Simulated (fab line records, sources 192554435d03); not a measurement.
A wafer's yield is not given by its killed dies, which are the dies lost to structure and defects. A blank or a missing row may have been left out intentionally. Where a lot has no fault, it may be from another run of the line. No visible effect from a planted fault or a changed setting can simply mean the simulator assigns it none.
Matching of chambers + flow n5 finfet + N5_BEOL_M3_ETCH_74 on rie diel-02 has 4 sister chambers
The step etches underlayer in N2/H2, target depth 6.5 nm, time 5.2 s. 4 wafers are shown with their chamber, then 9 later ones without.

## WAFERS, EACH WITH ITS CHAMBER
| wafer  | chamber | drypump motor current A (A) |
|--------|---------|-----------------------------|
| L090.3 | 0       | 6.5                         |
| L091.1 | 2       | 5.1                         |
| L091.2 | 1       | 5.6                         |
| L091.6 | 3       | 4.9                         |

## WAFERS WHOSE CHAMBER IS MISSING
| wafer  | drypump motor current A (A) |
|--------|-----------------------------|
| L093.2 | 5.1                         |
| L093.5 | 6.6                         |
| L093.6 | 5.0                         |
| L096.1 | 5.1                         |
| L096.2 | 4.9                         |
| L096.5 | 5.1                         |
| L097.1 | 4.9                         |
| L097.2 | 5.6                         |
| L097.5 | 6.5                         |

## THE CHAMBER EACH PASSED THROUGH
| wafer  | from the rows above     | in truth |
|--------|-------------------------|----------|
| L093.2 | 2                       | 2        |
| L093.5 | 0                       | 0        |
| L093.6 | can't be placed: 2 or 3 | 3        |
| L096.1 | 2                       | 2        |
| L096.2 | 3                       | 3        |
| L096.5 | 2                       | 2        |
| L097.1 | 3                       | 3        |
| L097.2 | 1                       | 1        |
| L097.5 | 0                       | 0        |
8 of 9 placed correctly. From these rows, 1 cannot be placed; in 1 the true chamber is one of the candidates. Number placed wrongly: 0.
How it was worked out, from the rows above alone: a wafer's distance from a chamber is the root of the sum, over the readings, of the square of ((its reading less the chamber's mean) divided by the reading's scatter). If the next closest chamber is less than 2 further off than the closest, the wafer can't be placed; otherwise it belongs to the closest. Each chamber's mean is taken over the wafers shown for it. The scatter (one wafer shown for each chamber): square how far every hidden wafer sits from the nearest shown wafer, average those squares and take the square root.
